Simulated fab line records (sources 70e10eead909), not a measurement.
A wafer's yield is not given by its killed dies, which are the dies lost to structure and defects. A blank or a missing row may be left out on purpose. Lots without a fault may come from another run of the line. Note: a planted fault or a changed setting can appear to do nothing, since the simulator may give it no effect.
A lot that was struck, set against a sound lot | flow nandHarc | 14 out of 1302 route steps
Sound: the wafers L282.1, L282.4, L282.6. Struck: wafers L274.2, L274.5. (L274.3 of the same lot was not struck and is left out.) The cause comes at the end.
Order at every step that has rows: each side's tool, ch and its chambers, its first start. Under that, the readings that differ: sound wafers | struck wafers | difference of the means | sigmas: that difference in standard deviations of wafers without a fault.
alike: readings with means less than 2 such deviations apart, plus words and numbers identical on both sides. not compared: withheld readings, readings lacking a value on some wafer, bounds such as >300 that could conceal the same value, and numbers that have no deviation in the record and whose values overlap.
The two part at a step that has a row with sigmas, a row that says differs or no value, or rows on one side only. Non-overlapping numbers with no deviation appear without sigmas and do not part them. A reading missing from all wafers of one side parts the sides only when that side holds two or more wafers.

NHARC_A_STAIRCASE_ETCH_221: etches the open film in C4F8/O2, target depth 100 nm, time 40.5 s.
  sound on rieDiel-03 ch 1,3; struck on rieDiel-03 ch 1
  alike: oesProductAu, rfVppV
  not compared: rfHoursCounterH
NHARC_A_STAIRCASE_TRIM_222: chemistry O2, time 211.2 s.
  sound on rieDiel-03 ch 0,1,3; struck on rieDiel-03 ch 2,3
  alike: drypumpMotorCurrentA, o2FlowSccm, oesProductAu, rfVppV, showerheadPlenumPTorr, throttleValvePct
  not compared: rfHoursCounterH
then, 4 steps without rows for these wafers: NHARC_A_STAIRCASE_ETCH_223 (etches the open film in C4F8/O2, target depth 100 nm, time 40.5 s); NHARC_A_STAIRCASE_TRIM_224 (chemistry O2, time 211.2 s); NHARC_A_STAIRCASE_ETCH_225 (etches the open film in C4F8/O2, target depth 100 nm, time 40.5 s); NHARC_A_STAIRCASE_TRIM_226 (chemistry O2, time 211.2 s).
NHARC_A_STAIRCASE_ETCH_227: etches the open film in C4F8/O2, target depth 100 nm, time 40.5 s.
  sound on rieDiel-03 ch 0,1,3; struck on rieDiel-03 ch 1,3
  alike: oesProductAu, rfVppV
  not compared: rfHoursCounterH
then, 3 steps without rows for these wafers: NHARC_A_STAIRCASE_TRIM_229 (chemistry O2, time 211.2 s); NHARC_A_STAIRCASE_ETCH_230 (etches the open film in C4F8/O2, target depth 100 nm, time 40.5 s); NHARC_A_STAIRCASE_TRIM_231 (chemistry O2, time 211.2 s).
NHARC_A_STAIRCASE_ETCH_232: etches the open film in C4F8/O2, target depth 100 nm, time 40.5 s.
  sound on rieDiel-13 ch 1,3; struck on rieDiel-03 ch 0,2
  alike: oesProductAu, rfVppV
  not compared: rfHoursCounterH
NHARC_A_STAIRCASE_TRIM_233: chemistry O2, time 211.2 s.
  sound on rieDiel-13 ch 2,3, day 22 08:19; struck on rieDiel-03 ch 1,3, day 18 22:55
reading             | sound             | struck      | difference | sigmas
oesProductAu (a.u.) | 0.982 0.992 0.994 | 0.817 0.818 | -0.172     | -13
  alike: drypumpMotorCurrentA, o2FlowSccm, rfVppV, showerheadPlenumPTorr, throttleValvePct
  not compared: rfHoursCounterH
NHARC_A_STAIRCASE_ETCH_234: etches the open film in C4F8/O2, target depth 100 nm, time 40.5 s.
  sound on rieDiel-13 ch 0,1,3; struck on rieDiel-03 ch 1,2
  alike: oesProductAu, rfVppV
  not compared: rfHoursCounterH
-- break in the record here, with 8 days between the starts of the struck wafers on either side (left off in module A_STAIRCASE, picked up again in module END, where the first step shown is number 1302 on the route) --
NHARC_END_SORT_01:
  sound on prober-01 ch 0, day 30 17:16; struck on prober-02 ch 0, day 27 08:06
reading           | sound    | struck  | difference | sigmas
killedAtArray     | 32 54 41 | 671 666 | +626       | +30
killedAtOther     | 2 1 4    | 0 0     | -2         | -2
killedAtPeriphery | 6 7 11   | 2 2     | -6         | -2
killedDies        | 40 62 56 | 673 668 | +618       | +29
  alike: killedOpen, killedShort

WHERE THEY PART
Earliest at NHARC_A_STAIRCASE_TRIM_233; latest, in this record, at NHARC_END_SORT_01.

WHY: what the simulator had put in
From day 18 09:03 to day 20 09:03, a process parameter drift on rieDiel-03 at NHARC_A_STAIRCASE_TRIM_233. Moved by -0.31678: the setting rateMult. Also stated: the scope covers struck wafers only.
